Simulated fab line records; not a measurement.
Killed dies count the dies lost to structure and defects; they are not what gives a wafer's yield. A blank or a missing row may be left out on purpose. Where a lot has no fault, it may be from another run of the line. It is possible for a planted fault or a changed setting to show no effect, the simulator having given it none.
fab line records | flow n5Finfet | part 1 of 2: steps 1 to 24 of 34
[record] lots = 5 | wafers = 15 | lastDay = 16
route steps=1938 shown WELL_APT@46 PMOS_HMC_CHANNEL_EPI@57
lots that met no fault: from a run of the same line without faults
startH: the number of hours between the record's first day and the start of the first shown wafer of the lot | waitH: hours from the lot's prior step to this one | " repeats the value in the row above | L1.1+2: a row that stands for several wafers | - either no value or no given start | * or withheld: withheld | < > ~ a bound
route shown NAME@n: a module of which the file shows steps, and the number in the route of the first | usual: the fault-free wafers' mean and standard deviation | same: alike in all rows | chamber/n: place in a boat | sites: each site's reading | _std_site: how widely they spread, as a standard deviation | _edge_site: the outer-site mean with the inner-site mean subtracted | radiusMm: how far each site lies from the wafer's centre | mask NAME#n: copy n | behind: the tool/chamber that last shaped the wafer | hold: why the lot went on hold/how many hours it stayed there/how the hold came to an end | device: names the non-switching transistor (n, p or np) | end of line: at the end of the route, the tests of the same wafers | a step with no rows: only its recipe | killed: not the wafer's yield, but the dies lost to structure and defects at the first sort | map: per-die view of a wafer (x killed, . not killed, _ where there is no die)
set.NAME: the run value of the setting; set.NAME@STEP: its run value at that earlier step | model.NAME: the simulator's own value behind a step, which no gauge read
lots seen at some steps along the route; tables by step, rows by wafer
services: a tool's chamber out of use, with start hour (startH, from the record's first day; less than 0 if before it), hours out, and reason
[[steps]]
[step N5_WELL_APT_DESCUM_30]
[recipe] chemistry = O2 | timeS = 7.9 | sourcePowerW = 50 | biasPowerW = 20 | pressureMtorr = 20 | rfFrequencyHz = 2.712e+07 | tempC = 40 | o2FlowSccm = 225
[usual] drypumpMotorCurrentA = 5.7/0.36 | oesProductAu = 0.76/0.089 | rfVppV = 242.9/1.5 | showerheadPlenumPTorr = 2.09/0.086 | throttleValvePct = 20.38/0.29
lot.wafer | tool       | chamber | startH | waitH | drypumpMotorCurrentA | oesProductAu | rfHoursCounterH | rfVppV | showerheadPlenumPTorr | throttleValvePct
L076.1    | rieDiel-03 | 2       | 27.25  | 0.0   | 5.9                  | 0.73         | 176             | 241.0  | 1.99                  | 20.19
L076.2    | "          | 3       | "      | "     | 5.5                  | 0.69         | 236             | 243.0  | 2.08                  | 20.91
L076.6    | "          | 2       | "      | "     | 5.9                  | 0.74         | -               | 240.6  | 1.99                  | 20.19
L082.4    | rieDiel-05 | 1       | 63.29  | 0.0   | 5.6                  | 0.75         | 163             | 240.3  | 1.98                  | 20.17
L082.5    | "          | 0       | "      | "     | 6.6                  | 0.87         | -               | 243.2  | 2.21                  | 20.38
L082.6    | "          | 1       | "      | "     | 5.6                  | 0.74         | -               | 241.2  | 1.98                  | 20.19
L086.2    | rieDiel-05 | 2       | 87.15  | 0.0   | 5.1                  | 0.67         | 250             | 242.2  | 1.95                  | 20.23
L086.3    | "          | 3       | "      | "     | 5.7                  | 0.72         | 184             | 242.4  | 2.10                  | 20.45
L086.6    | "          | 1       | "      | "     | 5.6                  | 0.74         | -               | 242.4  | 1.98                  | 20.18
L089.1    | rieDiel-04 | 0       | 105.37 | 0.0   | 6.3                  | 0.73         | 211             | 245.0  | 2.16                  | 20.98
L089.2    | "          | 1       | "      | "     | 6.1                  | 0.90         | 34              | 243.3  | 2.12                  | 20.10
L089.5    | "          | 1       | "      | "     | 6.1                  | 0.91         | -               | 241.8  | 2.12                  | 20.12
L092.1    | rieDiel-05 | 3       | 123.33 | 0.0   | 5.7                  | 0.71         | 200             | 242.8  | 2.09                  | 20.46
L092.3    | "          | 2       | "      | "     | 5.1                  | 0.97         | 1               | 245.1  | 2.21                  | 19.81
L092.5    | "          | 2       | "      | "     | 5.1                  | 0.97         | -               | 241.4  | 2.21                  | 19.82
[step N5_WELL_APT_IMPLANT_31]
[recipe] species = B | energyKev = 60 | doseCm2 = 1.5e+13 | tiltDeg = 0 | rotationDeg = 0
[usual] beamEnergyKeV = 59.999/0.02
lot.wafer | tool         | chamber | startH | waitH | beamEnergyKeV
L076.1    | implanter-01 | 0       | 27.35  | 0.1   | 60.022
L076.2    | "            | 0       | "      | "     | 59.987
L076.6    | "            | 0       | "      | "     | 60.005
L082.4    | implanter-02 | 0       | 63.48  | 0.2   | 59.992
L082.5    | "            | 0       | "      | "     | 60.014
L082.6    | "            | 0       | "      | "     | 60.003
L086.2    | implanter-01 | 0       | 87.28  | 0.1   | 60.003
L086.3    | "            | 0       | "      | "     | 59.957
L086.6    | "            | 0       | "      | "     | 59.986
L089.1    | implanter-02 | 0       | 105.47 | 0.1   | 60.008
L089.2    | "            | 0       | "      | "     | 60.012
L089.5    | "            | 0       | "      | "     | 60.036
L092.1    | implanter-01 | 0       | 123.42 | 0.1   | 59.996
L092.3    | "            | 0       | "      | "     | 59.996
L092.5    | "            | 0       | "      | "     | 60.009
[step N5_WELL_APT_IMPLANT_32]
[recipe] species = BF2 | energyKev = 50 | doseCm2 = 2e+13 | tiltDeg = 0 | rotationDeg = 0
[usual] beamEnergyKeV = 50.002/0.014
lot.wafer | tool         | chamber | startH | waitH | beamEnergyKeV
L076.1    | implanter-01 | 0       | 27.53  | 0.1   | 49.993
L076.2    | "            | 0       | "      | "     | 49.994
L076.6    | "            | 0       | "      | "     | 50.009
L082.4    | implanter-02 | 0       | 63.66  | 0.1   | 50.018
L082.5    | "            | 0       | "      | "     | 50.033
L082.6    | "            | 0       | "      | "     | 50.002
L086.2    | implanter-01 | 0       | 87.46  | 0.1   | 49.981
L086.3    | "            | 0       | "      | "     | 50.005
L086.6    | "            | 0       | "      | "     | 49.997
L089.1    | implanter-02 | 0       | 105.65 | 0.1   | 49.976
L089.2    | "            | 0       | "      | "     | 50.015
L089.5    | "            | 0       | "      | "     | 50.011
L092.1    | implanter-01 | 0       | 123.60 | 0.1   | 50.000
L092.3    | "            | 0       | "      | "     | 50.015
L092.5    | "            | 0       | "      | "     | 49.990
[step N5_WELL_APT_STRIP_33]
[recipe] chemistry = SPM | timeS = 900 | tempC = 130 | h2so4H2o2VolRatio = 4 | dry = ipaMarangoni
lot.wafer  | tool        | chamber | startH | waitH
L076.1+2+6 | wetBench-04 | 0,6,7   | 27.74  | 0.2
L082.4+5+6 | wetBench-06 | 5,6,7   | 63.78  | 0.1
L086.2+3+6 | wetBench-05 | 1,2,3   | 87.64  | 0.1
L089.1+2+5 | wetBench-04 | 4,7,6   | 105.85 | 0.2
L092.1+3+5 | wetBench-04 | 5,7,0   | 123.81 | 0.2
[step N5_WELL_APT_RTA_34]
[recipe] tempC = 1000 | timeS = 10 | ambient = N2 | idleTempC = 600 | rampUpCPerS = 150 | rampDownCPerS = 60 | coolToC = 600
[usual] lampPowerPct = 13.00/0.05 | lamp_zone_7_pct = 13.422/0.03 | wafer_temp_C_max = 1003.6/1
lot.wafer | tool         | chamber | startH | waitH | lampPowerPct | lamp_zone_7_pct | wafer_temp_C_max
L076.1    | rtpAnneal-01 | 0       | 28.09  | 0.1   | 12.94        | 13.466          | 1004.4
L076.2    | "            | 0       | "      | "     | 13.03        | 13.436          | 1002.4
L076.6    | "            | 0       | "      | "     | 12.96        | 13.415          | 1004.4
L082.4    | rtpAnneal-02 | 0       | 64.13  | 0.1   | 12.97        | 13.460          | 1003.4
L082.5    | "            | 0       | "      | "     | 12.94        | 13.420          | 1002.9
L082.6    | "            | 0       | "      | "     | 13.03        | 13.383          | 1003.0
L086.2    | rtpAnneal-01 | 0       | 87.94  | 0.0   | 13.01        | 13.484          | 1003.6
L086.3    | "            | 0       | "      | "     | 13.13        | 13.432          | 1003.8
L086.6    | "            | 0       | "      | "     | 12.97        | 13.399          | 1002.7
L089.1    | rtpAnneal-02 | 0       | 106.13 | 0.0   | 13.08        | 13.399          | 1002.4
L089.2    | "            | 0       | "      | "     | 12.98        | 13.421          | 1002.4
L089.5    | "            | 0       | "      | "     | 13.00        | 13.451          | 1005.1
L092.1    | rtpAnneal-02 | 0       | 124.09 | 0.0   | 12.94        | 13.435          | 1003.1
L092.3    | "            | 0       | "      | "     | 13.05        | 13.443          | 1003.5
L092.5    | "            | 0       | "      | "     | 12.93        | 13.378          | 1001.7
[step N5_WELL_APT_OXIDE_STRIP_42]
[recipe] chemistry = dHF | dilution = 25:1 | timeS = 45 | tempC = 25 | target = SiO2 | targetDepthA = 120
lot.wafer  | tool        | chamber | startH | waitH
L076.1+2+6 | wetBench-05 | 1,6,7   | 28.23  | 0.1
L082.4+5+6 | wetBench-05 | 6,5,2   | 64.22  | 0.1
L086.2+3+6 | wetBench-05 | 6,1,4   | 88.06  | 0.1
L089.1+2+5 | wetBench-06 | 4,0,7   | 106.29 | 0.1
L092.1+3+5 | wetBench-06 | 5,4,6   | 124.23 | 0.1
[step N5_WELL_APT_PRECLEAN_36]
[recipe] chemistry = O3/DIW | timeS = 45 | tempC = 22 | o3Ppm = 10
lot.wafer  | tool        | chamber | startH | waitH
L076.1+2+6 | wetBench-05 | 1,6,7   | 28.25  | 0.0
L082.4+5+6 | wetBench-05 | 6,5,2   | 64.24  | 0.0
L086.2+3+6 | wetBench-05 | 6,1,4   | 88.08  | 0.0
L089.1+2+5 | wetBench-06 | 4,0,7   | 106.30 | 0.0
L092.1+3+5 | wetBench-06 | 5,4,6   | 124.25 | 0.0
[step N5_WELL_APT_PRECLEAN_39]
[recipe] chemistry = dHF | timeS = 60 | dilution = 150:1 | tempC = 25
lot.wafer  | tool        | chamber | startH | waitH
L076.1+2+6 | wetBench-05 | 1,6,7   | 28.26  | 0.0
L082.4+5+6 | wetBench-05 | 6,5,2   | 64.25  | 0.0
L086.2+3+6 | wetBench-05 | 6,1,4   | 88.09  | 0.0
L089.1+2+5 | wetBench-06 | 4,0,7   | 106.31 | 0.0
L092.1+3+5 | wetBench-06 | 5,4,6   | 124.26 | 0.0
[step N5_WELL_APT_SRD_37]
[recipe] dry = ipaMarangoni | doPpb = 5 | timeS = 30 | tempC = 23 | rinseLiquid = diw
lot.wafer  | tool        | chamber | startH | waitH
L076.1+2+6 | wetBench-05 | 1,6,7   | 28.28  | 0.0
L082.4+5+6 | wetBench-05 | 6,5,2   | 64.26  | 0.0
L086.2+3+6 | wetBench-05 | 6,1,4   | 88.10  | 0.0
L089.1+2+5 | wetBench-06 | 4,0,7   | 106.33 | 0.0
L092.1+3+5 | wetBench-06 | 5,4,6   | 124.28 | 0.0
[step N5_WELL_APT_EPI_41]
[recipe] material = Si | targetThkA = 500 | tempC = 650 | precursor = SiH4/H2 | pressureTorr = 20 | timeS = 297.7
[usual] throttleValvePct = 11.14/0.15
lot.wafer | tool        | chamber | startH | waitH | throttleValvePct
L076.1    | epiRpcvd-02 | 0       | 28.33  | 0.0   | 11.05
L076.2    | "           | 0       | "      | "     | 11.20
L076.6    | "           | 0       | "      | "     | 11.20
L082.4    | epiRpcvd-03 | 0       | 64.61  | 0.3   | 11.13
L082.5    | "           | 0       | "      | "     | 11.17
L082.6    | "           | 0       | "      | "     | 10.85
L086.2    | epiRpcvd-02 | 0       | 88.25  | 0.1   | 11.36
L086.3    | "           | 0       | "      | "     | 11.31
L086.6    | "           | 0       | "      | "     | 11.34
L089.1    | epiRpcvd-03 | 0       | 106.38 | 0.0   | 11.08
L089.2    | "           | 0       | "      | "     | 11.07
L089.5    | "           | 0       | "      | "     | 11.09
L092.1    | epiRpcvd-03 | 0       | 124.32 | 0.0   | 11.13
L092.3    | "           | 0       | "      | "     | 10.99
L092.5    | "           | 0       | "      | "     | 11.18
[step N5_WELL_APT_INSPECT_38]
[recipe] inspectInstrument = darkfield | mode = postEpi
[usual] rawDefectCount = 13/4.1
lot.wafer | tool             | chamber | startH | waitH | rawDefectCount
L076.1    | defectInspect-02 | -       | 28.96  | 0.5   | 18
L076.2    | "                | -       | "      | "     | 20
L076.6    | "                | -       | "      | "     | 14
L082.4    | defectInspect-02 | -       | 64.95  | 0.2   | 14
L082.5    | "                | -       | "      | "     | 9
L082.6    | "                | -       | "      | "     | 8
L086.2    | defectInspect-02 | -       | 88.79  | 0.4   | 13
L086.3    | "                | -       | "      | "     | 4
L086.6    | "                | -       | "      | "     | 11
L089.1    | defectInspect-02 | -       | 107.01 | 0.5   | 17
L089.2    | "                | -       | "      | "     | 20
L089.5    | "                | -       | "      | "     | 16
L092.1    | defectInspect-02 | -       | 125.16 | 0.7   | 15
L092.3    | "                | -       | "      | "     | 9
L092.5    | "                | -       | "      | "     | 7
[step N5_PMOS_HMC_CHANNEL_EPI_HM_DEP_34]
[recipe] material = SiO2 | targetThkA = 360 | tempC = 400 | precursor = TEOS/O2 | pressureTorr = 6.5 | rfW = 900 | teosFlowSccm = 161.4 | gas = O2 | flowSccm = 2650 | timeS = 6.9
[usual] heaterPowerW = 531/75 | showerheadPlenumPTorr = 8.36/0.032 | throttleValvePct = 18.7/0.98
lot.wafer | tool     | chamber | startH | waitH | heaterPowerW | showerheadPlenumPTorr | sinceWetCleanH | throttleValvePct
L076.1    | pecvd-01 | 2       | 29.00  | 0.0   | 723          | 8.38                  | 334            | 18.0
L076.2    | "        | 1       | "      | "     | 518          | 8.40                  | 1820           | 18.8
L076.6    | "        | 2       | "      | "     | 724          | 8.37                  | -              | 17.8
L082.4    | pecvd-01 | 0       | 65.00  | 0.0   | 505          | 8.39                  | -              | 17.3
L082.5    | "        | 1       | "      | "     | 533          | 8.40                  | -              | 18.7
L082.6    | "        | 2       | "      | "     | 642          | 8.35                  | -              | 18.1
L086.2    | pecvd-03 | 1       | 88.83  | 0.0   | 479          | 8.33                  | 1518           | 19.9
L086.3    | "        | 1       | "      | "     | 471          | 8.30                  | -              | 19.9
L086.6    | "        | 2       | "      | "     | 603          | 8.35                  | -              | 16.9
L089.1    | pecvd-04 | 0       | 107.05 | 0.0   | 599          | 8.40                  | 630            | 19.3
L089.2    | "        | 2       | "      | "     | 339          | 8.32                  | 2080           | 19.5
L089.5    | "        | 0       | "      | "     | 601          | 8.42                  | -              | 19.2
L092.1    | pecvd-04 | 2       | 125.20 | 0.0   | 412          | 8.31                  | 2098           | 19.5
L092.3    | "        | 1       | "      | "     | 452          | 8.37                  | 1373           | 18.8
L092.5    | "        | 0       | "      | "     | 598          | 8.39                  | -              | 19.0
[step N5_PMOS_HMC_CHANNEL_EPI_COAT_31]
[recipe] resist = BARC | tempC = 205 | timeS = 60 | spinRpm = 1500 | resistThkNm = 66
[usual] plateTempC = 204.98/0.15
lot.wafer | tool          | chamber | startH | waitH | plateTempC
L076.1    | lithoTrack-05 | 0       | 29.05  | 0.0   | 205.06
L076.2    | "             | 0       | "      | "     | 204.96
L076.6    | "             | 0       | "      | "     | 205.01
L082.4    | lithoTrack-04 | 0       | 65.05  | 0.0   | 205.05
L082.5    | "             | 0       | "      | "     | 204.98
L082.6    | "             | 0       | "      | "     | 204.95
L086.2    | lithoTrack-05 | 0       | 88.90  | 0.1   | 205.16
L086.3    | "             | 0       | "      | "     | 205.03
L086.6    | "             | 0       | "      | "     | 204.96
L089.1    | lithoTrack-05 | 0       | 107.11 | 0.0   | 205.12
L089.2    | "             | 0       | "      | "     | 204.83
L089.5    | "             | 0       | "      | "     | 204.86
L092.1    | lithoTrack-03 | 0       | 125.25 | 0.0   | 205.22
L092.3    | "             | 0       | "      | "     | 205.01
L092.5    | "             | 0       | "      | "     | 205.02
[step N5_PMOS_HMC_CHANNEL_EPI_COAT_03]
[recipe] resist = CAR-ArF-block | spinRpm = 1500 | resistThkNm = 205
lot.wafer  | tool          | chamber | startH | waitH
L076.1+2+6 | lithoTrack-05 | 0       | -      | -
L082.4+5+6 | lithoTrack-04 | 0       | -      | -
L086.2+3+6 | lithoTrack-05 | 0       | -      | -
L089.1+2+5 | lithoTrack-05 | 0       | -      | -
L092.1+3+5 | lithoTrack-03 | 0       | -      | -
[step N5_PMOS_HMC_CHANNEL_EPI_EBR_05]
[recipe] solvent = PGMEA | ebrWidthMm = 1.5
lot.wafer  | tool          | chamber | startH | waitH
L076.1+2+6 | lithoTrack-05 | 0       | -      | -
L082.4+5+6 | lithoTrack-04 | 0       | -      | -
L086.2+3+6 | lithoTrack-05 | 0       | -      | -
L089.1+2+5 | lithoTrack-05 | 0       | -      | -
L092.1+3+5 | lithoTrack-03 | 0       | -      | -
[step N5_PMOS_HMC_CHANNEL_EPI_SOFTBAKE_04]
[recipe] tempC = 110 | timeS = 60 | resist = CAR-ArF-block
[usual] plateTempC = 109.99/0.13
lot.wafer | tool          | chamber | startH | waitH | plateTempC
L076.1    | lithoTrack-05 | 0       | -      | -     | 109.91
L076.2    | "             | 0       | "      | "     | 109.87
L076.6    | "             | 0       | "      | "     | 110.02
L082.4    | lithoTrack-04 | 0       | -      | -     | 110.28
L082.5    | "             | 0       | "      | "     | 110.20
L082.6    | "             | 0       | "      | "     | 110.18
L086.2    | lithoTrack-05 | 0       | -      | -     | 109.87
L086.3    | "             | 0       | "      | "     | 110.06
L086.6    | "             | 0       | "      | "     | 109.96
L089.1    | lithoTrack-05 | 0       | -      | -     | 110.27
L089.2    | "             | 0       | "      | "     | 109.97
L089.5    | "             | 0       | "      | "     | 110.16
L092.1    | lithoTrack-03 | 0       | -      | -     | 109.94
L092.3    | "             | 0       | "      | "     | 109.82
L092.5    | "             | 0       | "      | "     | 109.94
[step N5_PMOS_HMC_CHANNEL_EPI_EXPOSE_06]
[recipe] maskId = PMOS_HMC_BLK | na = 1.35 | sourceShape = conventional | sigmaOuter = 0.8 | polarization = unpolarized | targetCdNm = 240 | doseMj = 41
lot.wafer  | tool           | chamber | startH | waitH | mask
L076.1+2+6 | arfiScanner-02 | 0       | 29.28  | -     | PMOS_HMC_BLK#0
L082.4+5+6 | arfiScanner-01 | 0       | 65.16  | -     | PMOS_HMC_BLK#0
L086.2+3+6 | arfiScanner-01 | 0       | 89.13  | -     | PMOS_HMC_BLK#0
L089.1+2+5 | arfiScanner-01 | 0       | 107.33 | -     | PMOS_HMC_BLK#0
L092.1+3+5 | arfiScanner-01 | 0       | 125.35 | -     | PMOS_HMC_BLK#0
[step N5_PMOS_HMC_CHANNEL_EPI_PEB_07]
[recipe] pebTempC = 110 | pebTimeS = 60 | resist = CAR-ArF-block
[usual] plateTempC = 110.01/0.14
lot.wafer | tool          | chamber | startH | waitH | plateTempC
L076.1    | lithoTrack-03 | 0       | 29.34  | 0.1   | 110.25
L076.2    | "             | 0       | "      | "     | 110.18
L076.6    | "             | 0       | "      | "     | 110.07
L082.4    | lithoTrack-03 | 0       | 65.20  | 0.0   | 110.23
L082.5    | "             | 0       | "      | "     | 109.90
L082.6    | "             | 0       | "      | "     | 110.14
L086.2    | lithoTrack-05 | 0       | 89.18  | 0.0   | 110.01
L086.3    | "             | 0       | "      | "     | 110.03
L086.6    | "             | 0       | "      | "     | 110.10
L089.1    | lithoTrack-04 | 0       | 107.39 | 0.1   | 110.14
L089.2    | "             | 0       | "      | "     | 109.98
L089.5    | "             | 0       | "      | "     | 110.05
L092.1    | lithoTrack-03 | 0       | 125.41 | 0.1   | 110.07
L092.3    | "             | 0       | "      | "     | 110.11
L092.5    | "             | 0       | "      | "     | 109.97
[step N5_PMOS_HMC_CHANNEL_EPI_DEVELOP_08]
[recipe] developTimeS = 30 | developer = TMAH | resist = CAR-ArF-block | devTempC = 23 | rinseLiquid = diw | dry = airSpin
lot.wafer  | tool          | chamber | startH | waitH
L076.1+2+6 | lithoTrack-03 | 0       | -      | -
L082.4+5+6 | lithoTrack-03 | 0       | -      | -
L086.2+3+6 | lithoTrack-05 | 0       | -      | -
L089.1+2+5 | lithoTrack-04 | 0       | -      | -
L092.1+3+5 | lithoTrack-03 | 0       | -      | -
[step N5_PMOS_HMC_CHANNEL_EPI_CD_MEAS_09]
[recipe] targetCdNm = 237.4 | landingEnergyEv = 500 | detector = seInlens
[usual] cdNm = 237.8/1.2
lot.wafer | tool     | chamber | startH | waitH | cdNm
L076.1    | cdSem-02 | 0       | 29.40  | -     | 238.0
L076.2    | "        | 0       | "      | "     | 238.9
L076.6    | "        | 0       | "      | "     | 239.1
L082.4    | cdSem-03 | 0       | 65.27  | -     | 239.4
L082.5    | "        | 0       | "      | "     | 239.0
L082.6    | "        | 0       | "      | "     | 238.0
L086.2    | cdSem-01 | 0       | 89.25  | -     | 236.6
L086.3    | "        | 0       | "      | "     | 236.1
L086.6    | "        | 0       | "      | "     | 238.2
L089.1    | cdSem-02 | 0       | 107.46 | -     | 239.3
L089.2    | "        | 0       | "      | "     | 238.0
L089.5    | "        | 0       | "      | "     | 237.3
L092.1    | cdSem-01 | 0       | 125.48 | -     | 239.5
L092.3    | "        | 0       | "      | "     | 239.0
L092.5    | "        | 0       | "      | "     | 239.7
[step N5_PMOS_HMC_CHANNEL_EPI_OVL_MEAS_10]
[recipe] pointsPerWafer = 44
[usual] PMOS_HMC_BLK_OVL = 0.4/0.66
lot.wafer | tool       | chamber | startH | waitH | PMOS_HMC_BLK_OVL[nm]
L076.1    | overlay-02 | 0       | 29.43  | 0.0   | -0.2
L076.2    | "          | 0       | "      | "     | 1.2
L076.6    | "          | 0       | "      | "     | 0.4
L082.4    | overlay-01 | 0       | 65.31  | 0.0   | 0.4
L082.5    | "          | 0       | "      | "     | 0.7
L082.6    | "          | 0       | "      | "     | 1.1
L086.2    | overlay-02 | 0       | 89.28  | 0.0   | -0.1
L086.3    | "          | 0       | "      | "     | 0.1
L086.6    | "          | 0       | "      | "     | 0.0
L089.1    | overlay-01 | 0       | 107.49 | 0.0   | 0.0
L089.2    | "          | 0       | "      | "     | 0.1
L089.5    | "          | 0       | "      | "     | 0.5
L092.1    | overlay-02 | 0       | 125.51 | 0.0   | 0.4
L092.3    | "          | 0       | "      | "     | -0.2
L092.5    | "          | 0       | "      | "     | -0.3
[step N5_PMOS_HMC_CHANNEL_EPI_INSPECT_11]
[recipe] mode = adi | inspectInstrument = macro
[usual] rawDefectCount = 2.0/1.4
lot.wafer | tool             | chamber | startH | waitH | rawDefectCount
L076.1    | defectInspect-01 | -       | 29.46  | 0.0   | 2
L076.2    | "                | -       | "      | "     | 3
L076.6    | "                | -       | "      | "     | 2
L082.4    | defectInspect-01 | -       | 65.33  | 0.0   | 2
L082.5    | "                | -       | "      | "     | 4
L082.6    | "                | -       | "      | "     | 0
L086.2    | defectInspect-02 | -       | 89.30  | 0.0   | 3
L086.3    | "                | -       | "      | "     | 3
L086.6    | "                | -       | "      | "     | 2
L089.1    | defectInspect-01 | -       | 107.51 | 0.0   | 2
L089.2    | "                | -       | "      | "     | 0
L089.5    | "                | -       | "      | "     | 6
L092.1    | defectInspect-02 | -       | 125.53 | 0.0   | 3
L092.3    | "                | -       | "      | "     | 0
L092.5    | "                | -       | "      | "     | 3
[step N5_PMOS_HMC_CHANNEL_EPI_DESCUM_14]
[recipe] chemistry = O2 | timeS = 7.9 | sourcePowerW = 50 | biasPowerW = 20 | pressureMtorr = 20 | rfFrequencyHz = 2.712e+07 | tempC = 40 | resist = CAR-ArF-block | o2FlowSccm = 225
[usual] drypumpMotorCurrentA = 5.8/0.4 | oesProductAu = 0.76/0.074 | rfVppV = 243.3/1.3 | showerheadPlenumPTorr = 2.10/0.073 | throttleValvePct = 20.43/0.26
lot.wafer | tool       | chamber | startH | waitH | drypumpMotorCurrentA | oesProductAu | rfHoursCounterH | rfVppV | showerheadPlenumPTorr | throttleValvePct
L076.1    | rieDiel-01 | 0       | 29.49  | 0.0   | 5.4                  | 0.86         | 39              | 244.2  | 2.15                  | 20.72
L076.2    | "          | 3       | "      | "     | 5.9                  | 0.87         | 59              | 244.4  | 2.23                  | 20.39
L076.6    | "          | 0       | "      | "     | 5.4                  | 0.86         | -               | 243.8  | 2.15                  | 20.72
L082.4    | rieDiel-06 | 1       | 65.60  | 0.3   | 5.5                  | 0.68         | 204             | 243.3  | 2.09                  | 20.36
L082.5    | "          | 1       | "      | "     | 5.5                  | 0.69         | -               | 243.2  | 2.09                  | 20.38
L082.6    | "          | 0       | "      | "     | 5.9                  | 0.72         | -               | 243.2  | 2.09                  | 20.55
L086.2    | rieDiel-02 | 1       | 89.34  | 0.0   | 5.2                  | 0.79         | 132             | 241.3  | 2.02                  | 20.09
L086.3    | "          | 0       | "      | "     | 6.0                  | 0.69         | 204             | 241.2  | 1.98                  | 20.80
L086.6    | "          | 2       | "      | "     | 5.8                  | 0.74         | -               | 243.0  | 2.18                  | 20.52
L089.1    | rieDiel-01 | 2       | 107.54 | 0.0   | 5.6                  | 0.74         | 163             | 242.9  | 2.07                  | 20.00
L089.2    | "          | 1       | "      | "     | 6.4                  | 0.93         | 15              | 242.7  | 2.05                  | 20.23
L089.5    | "          | 1       | "      | "     | 6.4                  | 0.92         | -               | 242.9  | 2.05                  | 20.22
L092.1    | rieDiel-01 | 0       | 125.56 | 0.0   | 5.4                  | 0.82         | 70              | 242.8  | 2.14                  | 20.77
L092.3    | "          | 1       | "      | "     | 6.4                  | 0.91         | 20              | 242.9  | 2.05                  | 20.24
L092.5    | "          | 1       | "      | "     | 6.4                  | 0.91         | -               | 241.1  | 2.05                  | 20.24
[step N5_PMOS_HMC_CHANNEL_EPI_ETCH_32]
[recipe] chemistry = N2/H2 | target = BARC | stopOn = SiO2 | targetDepthA = 858 | overEtchFrac = 0.3 | timeS = 50.3 | ionEnergyEv = 200 | maskMaterial = CAR-ArF-block | pressureMtorr = 30 | sourceW = 840 | biasW = 150 | n2FlowSccm = 200 | h2FlowSccm = 200
[usual] drypumpMotorCurrentA = 5.8/0.4 | h2FlowSccm = 200.0/0.65 | oesProductAu = 0.66/0.061 | rfVppV = 524.1/2.5 | showerheadPlenumPTorr = 2.55/0.082 | throttleValvePct = 17.86/0.2
lot.wafer | tool       | chamber | startH | waitH | drypumpMotorCurrentA | h2FlowSccm | oesProductAu | rfHoursCounterH | rfVppV | showerheadPlenumPTorr | throttleValvePct
L076.1    | rieDiel-01 | 0       | 29.53  | 0.0   | 5.4                  | 200.1      | 0.73         | 39              | 525.9  | 2.57                  | 17.87
L076.2    | "          | 3       | "      | "     | 5.9                  | 201.1      | 0.75         | 59              | 527.3  | 2.66                  | 17.57
L076.6    | "          | 0       | "      | "     | 5.4                  | 199.9      | 0.73         | -               | 526.6  | 2.57                  | 17.86
L082.4    | rieDiel-06 | 1       | 65.64  | 0.0   | 5.5                  | 200.3      | 0.59         | 204             | 522.4  | 2.54                  | 17.88
L082.5    | "          | 1       | "      | "     | 5.4                  | 199.8      | 0.60         | -               | 522.9  | 2.54                  | 17.88
L082.6    | "          | 0       | "      | "     | 5.9                  | 199.5      | 0.61         | -               | 521.5  | 2.50                  | 17.98
L086.2    | rieDiel-02 | 1       | 89.37  | 0.0   | 5.2                  | 199.5      | 0.66         | 132             | 520.6  | 2.46                  | 17.60
L086.3    | "          | 0       | "      | "     | 5.9                  | 200.2      | 0.61         | 204             | 519.0  | 2.40                  | 18.19
L086.6    | "          | 2       | "      | "     | 5.8                  | 199.8      | 0.64         | -               | 528.3  | 2.66                  | 18.05
L089.1    | rieDiel-01 | 2       | 107.58 | 0.0   | 5.6                  | 199.9      | 0.63         | 163             | 522.5  | 2.55                  | 17.83
L089.2    | "          | 1       | "      | "     | 6.5                  | 200.1      | 0.79         | 15              | 521.5  | 2.49                  | 17.60
L089.5    | "          | 1       | "      | "     | 6.4                  | 200.3      | 0.79         | -               | 521.4  | 2.49                  | 17.60
L092.1    | rieDiel-01 | 0       | 125.60 | 0.0   | 5.4                  | 200.5      | 0.69         | 70              | 525.6  | 2.56                  | 17.93
L092.3    | "          | 1       | "      | "     | 6.4                  | 201.4      | 0.78         | 20              | 521.8  | 2.49                  | 17.60
L092.5    | "          | 1       | "      | "     | 6.5                  | 199.6      | 0.78         | -               | 522.1  | 2.49                  | 17.60
